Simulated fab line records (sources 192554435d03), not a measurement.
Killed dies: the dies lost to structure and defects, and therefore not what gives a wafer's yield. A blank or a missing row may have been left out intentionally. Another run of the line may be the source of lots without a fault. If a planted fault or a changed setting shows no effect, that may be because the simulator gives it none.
fab line records	flow n5Finfet
[record] lots = 5	wafers = 14	lastDay = 21
route steps=1938 shown DUMMY_GATE@234 BEOL_M4@1111
lots that met no fault: from a run of the same line without faults
startH: hours from the record's first day to the start of the lot's first wafer shown	waitH: time in hours since the lot's previous step	" the same as in the row above	L1.1+2: a single row standing in for several wafers	- value missing, or start not given	* or withheld: withheld	< > ~ a bound
route shown NAME@n: a module of which the file shows steps, and the number in the route of the first	usual: mean and standard deviation over wafers with no fault	same: alike in all rows	chamber/n: place in a boat	sites: each site's reading	_std_site: standard deviation of those values	_edge_site: the outer-site mean with the inner-site mean subtracted	radiusMm: for every site, how far away it sits from the centre of the wafer	mask NAME#n: copy n	behind: the last tool/chamber to shape the wafer	hold: reason for holding the lot/hours on hold/outcome of the hold	device: which transistor (n, p or np) failed to switch	end of line: the route-end tests of the same wafers	step lacking rows: just its recipe	killed: not the wafer's yield, but the dies lost to structure and defects at the first sort	map: a wafer's dies, marking killed ones x, the rest . and places with no die _
set.NAME: the setting as run; set.NAME@STEP: as run at that earlier step	model.NAME: the simulator's own value behind a step, which no gauge read
a table for each step, a row for each wafer; lots at some steps of the route
services: from which hour (startH, from the record's first day; less than 0 if before it) a tool's chamber was out of use, for how many hours, and why
[[steps]]
[step N5_DUMMY_GATE_DESCUM_20]
[recipe] chemistry = O2	timeS = 6.2	sourcePowerW = 50	biasPowerW = 20	pressureMtorr = 20	rfFrequencyHz = 2.712e+07	tempC = 40	resist = CAR-EUV	o2FlowSccm = 225
[usual] drypumpMotorCurrentA = 5.8/0.38	oesProductAu = 0.80/0.096	rfVppV = 243.2/1.2	showerheadPlenumPTorr = 2.09/0.066	throttleValvePct = 20.43/0.19
lot.wafer	tool	chamber	startH	waitH	drypumpMotorCurrentA	oesProductAu	rfHoursCounterH	rfVppV	showerheadPlenumPTorr	throttleValvePct
L147.1	rieDiel-01	3	106.00	0.0	6.1	0.98	3	242.6	2.15	20.25
L147.5	"	1	"	"	5.6	0.74	-	242.1	1.99	20.66
L147.6	"	2	"	"	5.7	0.85	-	243.4	2.13	20.60
L148.1	rieDiel-01	2	108.10	0.0	5.7	0.86	50	243.3	2.13	20.61
L148.2	"	3	"	"	6.1	0.97	3	244.8	2.15	20.25
L148.3	"	0	"	"	5.4	0.69	244	243.4	2.06	20.73
L155.1	rieDiel-06	2	148.82	0.0	5.5	0.81	98	244.4	2.12	20.34
L155.5	"	2	"	"	5.5	0.81	-	243.0	2.12	20.33
L160.1	rieDiel-03	2	179.33	0.1	5.8	0.84	52	243.8	2.12	20.35
L160.2	"	1	"	"	5.2	0.70	219	244.2	2.15	20.23
L160.5	"	1	"	"	5.2	0.70	-	244.3	2.15	20.25
L161.1	rieDiel-03	0	190.34	0.0	6.0	0.87	41	242.3	2.06	20.62
L161.2	"	3	"	"	6.2	0.82	97	243.2	2.02	20.19
L161.6	"	0	"	"	6.0	0.87	-	242.8	2.06	20.63
[step N5_DUMMY_GATE_ETCH_29]
[recipe] chemistry = N2/H2	target = underlayer	targetDepthA = 130	ionEnergyEv = 200	pressureMtorr = 30	sourceW = 840	biasW = 150	n2FlowSccm = 200	h2FlowSccm = 200
[usual] drypumpMotorCurrentA = 5.8/0.38	oesProductAu = 0.80/0.097	rfVppV = 523.7/2.3	showerheadPlenumPTorr = 2.54/0.078	throttleValvePct = 17.89/0.2
lot.wafer	tool	chamber	startH	waitH	drypumpMotorCurrentA	oesProductAu	rfHoursCounterH	rfVppV	showerheadPlenumPTorr	throttleValvePct
L147.1	rieDiel-01	3	106.07	0.0	6.1	0.99	3	525.7	2.61	17.67
L147.5	"	1	"	"	5.6	0.73	-	519.4	2.42	18.22
L147.6	"	2	"	"	5.7	0.85	-	524.2	2.59	18.06
L148.1	rieDiel-01	2	108.16	0.0	5.7	0.84	50	525.3	2.59	18.07
L148.2	"	3	"	"	6.1	0.99	3	526.6	2.61	17.66
L148.3	"	0	"	"	5.4	0.68	244	523.4	2.50	18.21
L155.1	rieDiel-06	2	148.88	0.0	5.5	0.81	98	525.1	2.57	17.72
L155.5	"	2	"	"	5.5	0.80	-	524.3	2.57	17.74
L160.1	rieDiel-03	2	179.39	0.0	5.8	0.84	52	524.4	2.59	17.89
L160.2	"	1	"	"	5.2	0.71	219	526.5	2.62	17.78
L160.5	"	1	"	"	5.2	0.69	-	525.5	2.62	17.77
L161.1	rieDiel-03	0	190.41	0.0	6.0	0.88	41	521.9	2.49	17.97
L161.2	"	3	"	"	6.1	0.82	97	521.5	2.46	17.61
L161.6	"	0	"	"	6.0	0.87	-	521.9	2.49	17.95
[step N5_DUMMY_GATE_ETCH_36]
[recipe] chemistry = CF4	target = SiARC	targetDepthA = 130	pressureMtorr = 40	sourceW = 545	biasW = 36	Ar_flow_sccm = 100	cf4FlowSccm = 100	ionEnergyEv = 80
[step N5_DUMMY_GATE_ETCH_37]
[recipe] chemistry = N2/H2	target = SOC	targetDepthA = 600	overetchA = 300	tempC = 40	ionEnergyEv = 200	pressureMtorr = 30	sourceW = 840	biasW = 150	n2FlowSccm = 200	h2FlowSccm = 200
[step N5_DUMMY_GATE_STRIP_38]
[recipe] chemistry = N2/H2	tempC = 40	n2FlowSccm = 200	h2FlowSccm = 200	rfFrequencyHz = 6e+07
[step N5_DUMMY_GATE_STRIP_39]
[recipe] chemistry = N2/H2	tempC = 40	n2FlowSccm = 200	h2FlowSccm = 200	rfFrequencyHz = 6e+07
[step N5_DUMMY_GATE_TRIM_49]
[recipe] chemistry = O2	resist = SOC	timeS = 29	targetCdNm = 14	sourcePowerW = 300	biasPowerW = 0	O2_flow_sccm = 100	tempC = 20
[usual] drypumpMotorCurrentA = 5.5/0.45	oesProductAu = 1.006/0.015	throttleValvePct = 8.10/0.1
lot.wafer	tool	chamber	startH	waitH	drypumpMotorCurrentA	oesProductAu	rfHoursCounterH	throttleValvePct
L147.1	rieSi-02	3	106.23	0.0	4.9	0.994	27	8.02
L147.5	"	3	"	"	4.9	1.004	-	8.05
L147.6	"	0	"	"	5.7	0.997	-	8.20
L148.1	rieSi-02	1	108.32	0.0	5.4	1.028	36	7.99
L148.2	"	0	"	"	5.8	1.002	99	8.21
L148.3	"	3	"	"	4.9	1.004	27	8.03
L155.1	rieSi-04	3	149.04	0.0	5.3	1.002	168	8.19
L155.5	"	1	"	"	6.2	1.024	-	7.97
L160.1	rieSi-02	0	179.56	0.0	5.7	1.000	100	8.22
L160.2	"	3	"	"	4.9	1.010	28	8.03
L160.5	"	3	"	"	4.8	1.004	-	8.03
L161.1	rieSi-04	1	190.57	0.0	6.2	1.020	115	7.97
L161.2	"	2	"	"	4.9	1.020	84	8.12
L161.6	"	3	"	"	5.3	0.997	-	8.18
[step N5_DUMMY_GATE_STRIP_40]
[recipe] chemistry = CF4	resist = SiARC	powerW = 300	biasPowerW = 75	pressureMtorr = 50	cf4FlowSccm = 150	rfFrequencyHz = 6e+07
[step N5_DUMMY_GATE_CD_MEAS_50]
[recipe] targetCdNm = 14
[usual] cdNm = 13.98/0.3
lot.wafer	tool	chamber	startH	waitH	cdNm
L147.1	cdSem-03	-	106.38	0.0	13.91
L147.5	"	-	"	"	13.98
L147.6	"	-	"	"	14.41
L148.1	cdSem-01	-	108.47	0.0	14.43
L148.2	"	-	"	"	14.07
L148.3	"	-	"	"	14.09
L155.1	cdSem-03	-	149.36	0.0	14.04
L155.5	"	-	"	"	13.49
L160.1	cdSem-03	-	179.70	0.0	14.38
L160.2	"	-	"	"	13.98
L160.5	"	-	"	"	14.07
L161.1	cdSem-03	-	190.74	0.0	14.08
L161.2	"	-	"	"	13.52
L161.6	"	-	"	"	13.86
[step N5_DUMMY_GATE_ETCH_31]
[recipe] chemistry = C4F6/O2	target = SiO2	maskMaterial = SOC	targetDepthA = 825	timeS = 27.5	ionEnergyEv = 250	pressureMtorr = 30	sourceW = 345	biasW = 185	Ar_flow_sccm = 300	C4F6_flow_sccm = 10	O2_flow_sccm = 10
[usual] drypumpMotorCurrentA = 5.8/0.35	oes_f_703_au = 0.81/0.095	oesProductAu = 0.81/0.095	rfVppV = 662/7.9	showerheadPlenumPTorr = 2.84/0.081	throttleValvePct = 21.18/0.2
lot.wafer	tool	chamber	startH	waitH	drypumpMotorCurrentA	oes_f_703_au	oesProductAu	rfHoursCounterH	rfVppV	showerheadPlenumPTorr	throttleValvePct
L147.1	rieDiel-01	3	106.43	0.0	6.1	1.00	0.99	3	653	2.91	20.93
L147.5	"	3	"	"	6.1	1.00	0.98	-	652	2.91	20.93
L147.6	"	0	"	"	5.4	0.69	0.68	-	658	2.81	21.53
L148.1	rieDiel-03	1	108.52	0.0	5.2	0.72	0.71	197	677	2.94	20.96
L148.2	"	0	"	"	6.0	0.91	0.91	17	671	2.80	21.29
L148.3	"	2	"	"	5.9	0.89	0.88	29	658	2.91	21.11
L155.1	rieDiel-03	1	149.47	0.1	5.2	0.70	0.70	211	676	2.93	20.96
L155.5	"	2	"	"	5.9	0.87	0.86	-	658	2.90	21.14
L160.1	rieDiel-06	1	179.82	0.1	6.2	0.95	0.95	11	651	2.80	21.21
L160.2	"	0	"	"	6.5	0.77	0.76	144	670	2.96	21.13
L160.5	"	0	"	"	6.5	0.77	0.77	-	670	2.96	21.11
L161.1	rieDiel-01	1	190.79	0.0	5.6	0.71	0.72	240	659	2.70	21.44
L161.2	"	2	"	"	5.7	0.80	0.82	75	671	2.88	21.37
L161.6	"	2	"	"	5.7	0.80	0.81	-	671	2.88	21.39
[step N5_DUMMY_GATE_STRIP_41]
[recipe] chemistry = O2	powerW = 400	tempC = 40	pressureMtorr = 30	rfFrequencyHz = 6e+07	biasPowerW = 0	overashFraction = 0.3	o2FlowSccm = 225
[step N5_DUMMY_GATE_HM_OPEN_21]
[recipe] chemistry = CH3F/O2	target = SiNx	targetDepthA = 1200	Ar_flow_sccm = 150	CH3F_flow_sccm = 30	O2_flow_sccm = 23	timeS = 171.4	pressureMtorr = 30	sourceW = 395	biasW = 73	ionEnergyEv = 120.7
[usual] CH3F_flow_sccm = 29.99/0.095	drypumpMotorCurrentA = 5.8/0.35	oes_f_703_au = 0.81/0.095	oesProductAu = 0.81/0.094	rfVppV = 298/3.5	showerheadPlenumPTorr = 2.01/0.06	throttleValvePct = 16.47/0.2
lot.wafer	tool	chamber	startH	waitH	CH3F_flow_sccm	drypumpMotorCurrentA	oes_f_703_au	oesProductAu	rfHoursCounterH	rfVppV	showerheadPlenumPTorr	throttleValvePct
L147.1	rieDiel-01	3	106.51	0.0	30.00	6.1	1.00	0.98	3	296	2.07	16.18
L147.5	"	3	"	"	30.03	6.0	1.00	0.97	-	295	2.07	16.20
L147.6	"	0	"	"	29.95	5.4	0.69	0.68	-	296	1.99	16.84
L148.1	rieDiel-03	1	108.61	0.0	30.08	5.2	0.71	0.71	198	304	2.09	16.30
L148.2	"	0	"	"	29.95	6.0	0.91	0.90	17	303	1.99	16.49
L148.3	"	2	"	"	30.04	5.9	0.89	0.87	29	296	2.06	16.35
L155.1	rieDiel-03	1	149.55	0.0	30.12	5.2	0.70	0.70	211	303	2.08	16.33
L155.5	"	2	"	"	30.10	5.9	0.86	0.86	-	296	2.06	16.38
L160.1	rieDiel-06	1	179.91	0.0	30.00	6.3	0.96	0.95	11	293	1.99	16.45
L160.2	"	0	"	"	30.06	6.5	0.77	0.77	144	301	2.11	16.43
L160.5	"	0	"	"	29.96	6.5	0.77	0.76	-	300	2.11	16.44
L161.1	rieDiel-01	1	190.87	0.0	30.04	5.6	0.71	0.70	240	296	1.91	16.76
L161.2	"	2	"	"	29.92	5.7	0.80	0.82	75	302	2.04	16.64
L161.6	"	2	"	"	29.97	5.7	0.80	0.81	-	302	2.04	16.62
[step N5_DUMMY_GATE_ETCH_32]
[recipe] chemistry = CF4	target = SiO2	targetDepthA = 35	timeS = 3.9	ionEnergyEv = 350	pressureMtorr = 10	icpW = 800	biasW = 400	cf4FlowSccm = 80
[usual] drypumpMotorCurrentA = 5.6/0.44	oesProductAu = 1.003/0.019	throttleValvePct = 21.61/0.16
lot.wafer	tool	chamber	startH	waitH	drypumpMotorCurrentA	oesProductAu	rfHoursCounterH	throttleValvePct	model.etch.depthNm
L147.1	rieSi-04	0	106.67	0.1	5.3	1.023	8	21.46	3.504
L147.5	"	1	"	"	6.2	1.010	-	21.35	3.452
L147.6	"	0	"	"	5.3	1.024	-	21.47	3.5
L148.1	rieSi-02	0	108.77	0.1	5.7	1.003	99	21.82	3.573
L148.2	"	3	"	"	4.9	1.001	27	21.73	3.524
L148.3	"	2	"	"	6.0	1.010	170	21.52	3.514
L155.1	rieSi-02	1	149.71	0.1	5.4	1.040	37	21.56	4.353
L155.5	"	2	"	"	5.9	1.013	-	21.52	4.332
L160.1	rieSi-04	2	180.07	0.1	5.0	1.032	84	21.65	3.538
L160.2	"	1	"	"	6.2	1.002	115	21.36	3.427
L160.5	"	2	"	"	5.0	1.031	-	21.65	3.552
L161.1	rieSi-06	1	191.03	0.1	6.1	0.989	51	21.65	3.455
L161.2	"	3	"	"	5.9	1.009	136	21.78	3.443
L161.6	"	1	"	"	6.1	1.000	-	21.67	3.512
[step N5_DUMMY_GATE_ETCH_23]
[recipe] chemistry = HBr/Cl2/O2	HBr_flow_sccm = 150	Cl2_flow_sccm = 80	O2_flow_sccm = 12	biasW = 102	targetDepthA = 410	timeS = 22.3	target = poly-Si	maskMaterial = SiO2	pressureMtorr = 10	icpW = 800
[step N5_BEOL_M4_RC_MEAS_101]
[usual] DIBL_N = 36.3/1.1	DIBL_P = 36.3/1.4	IOFF_N = 0.155/0.019	IOFF_P = 0.211/0.027	ION_N = 672/8.5	ION_P = 462/5.8	SS_N = 71.5/0.56	SS_P = 73.3/0.52	VT_N = 249.9/2.5	VT_P = -249.8/2.8
lot.wafer	tool	chamber	startH	waitH	DIBL_N[mV/V]	DIBL_P[mV/V]	IOFF_N[nA/um]	IOFF_P[nA/um]	ION_N[uA/um]	ION_P[uA/um]	SS_N[mV/dec]	SS_P[mV/dec]	VT_N[mV]	VT_P[mV]
L147.1	prober-02	0	311.05	0.0	37.1	38.0	0.147	0.188	670	454	71.0	73.7	251.5	-250.6
L147.5	"	0	"	"	36.5	37.2	0.148	0.181	670	455	71.5	72.3	249.4	-254.8
L147.6	"	0	"	"	36.9	37.3	0.154	0.184	675	455	70.8	73.3	250.4	-252.2
L148.1	prober-02	0	322.10	0.0	36.6	36.0	0.145	0.200	665	456	70.6	73.8	250.4	-251.5
L148.2	"	0	"	"	37.0	36.2	0.150	0.203	672	461	71.5	73.3	250.7	-250.7
L148.3	"	0	"	"	38.3	37.2	0.163	0.214	676	461	71.0	73.1	247.3	-252.3
L161.1	prober-02	0	364.38	0.0	35.9	34.7	0.147	0.209	663	460	72.1	73.2	251.5	-247.4
L161.2	"	0	"	"	38.3	37.1	0.191	0.245	680	464	72.3	73.6	247.8	-247.4
L161.6	"	0	"	"	36.6	35.4	0.158	0.219	677	466	72.4	73.8	249.6	-251.6
L155.1	prober-01	0	376.28	0.0	36.4	36.7	0.170	0.228	688	470	71.9	73.8	247.0	-248.9
L155.5	"	0	"	"	36.8	36.4	0.172	0.221	685	467	72.0	73.4	247.6	-248.2
L160.1	prober-01	0	400.81	0.0	36.4	35.7	0.167	0.213	677	456	72.0	73.1	249.3	-249.3
L160.2	"	0	"	"	35.8	35.1	0.154	0.208	673	455	72.6	73.7	249.8	-249.9
L160.5	"	0	"	"	35.6	34.6	0.155	0.197	673	460	72.1	73.2	248.3	-250.5
[[services]]
tool	chamber	startH	hours	kind
rieDiel-03	-	82.64	0.7	repair
rieSi-04	2	86.80	6.4	repair
rieSi-06	0	89.30	10.1	repair
rieSi-06	3	95.45	8.2	repair
rieSi-04	3	102.90	8.9	repair
rieDiel-03	3	106.94	1.8	repair
rieDiel-06	1	123.02	-	clean
rieDiel-06	1	123.02	-	consumableReplace:focusRing
rieDiel-06	1	123.02	17.3	scheduledDown
rieDiel-06	1	123.02	17.3	ventCycle
rieDiel-03	0	125.34	6.0	repair
rieDiel-01	0	128.42	-	clean
rieDiel-01	0	128.42	-	consumableReplace:focusRing
rieDiel-01	0	128.42	12.2	scheduledDown
rieDiel-01	0	128.42	12.2	ventCycle
rieDiel-01	2	154.65	6.9	repair
rieSi-06	0	180.07	11.6	repair
rieDiel-01	0	189.86	5.1	repair
[[key]]
firstSign none at tools or gauges
[modelEffect] step = N5_DUMMY_GATE_ETCH_32	value = etch.depthNm	without = 3.554	struck = 4.342
metAt N5_DUMMY_GATE_ETCH_32
struckWafers L155.1,L155.5
onsetBetween 108.77 149.71
alsoFits N5_DUMMY_GATE_DESCUM_20:rieDiel-06,N5_DUMMY_GATE_ETCH_29:rieDiel-06,N5_DUMMY_GATE_ETCH_31:rieDiel-03,N5_DUMMY_GATE_HM_OPEN_21:rieDiel-03
[fault] kind = processParameterDrift	tool = rieSi-02	chamber = -	onsetH = 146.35	steps = N5_DUMMY_GATE_ETCH_32	channel = timeS	offset = *	shape = step	endH = 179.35	scope = struckWafersOnly	actsIn = *	stated = *
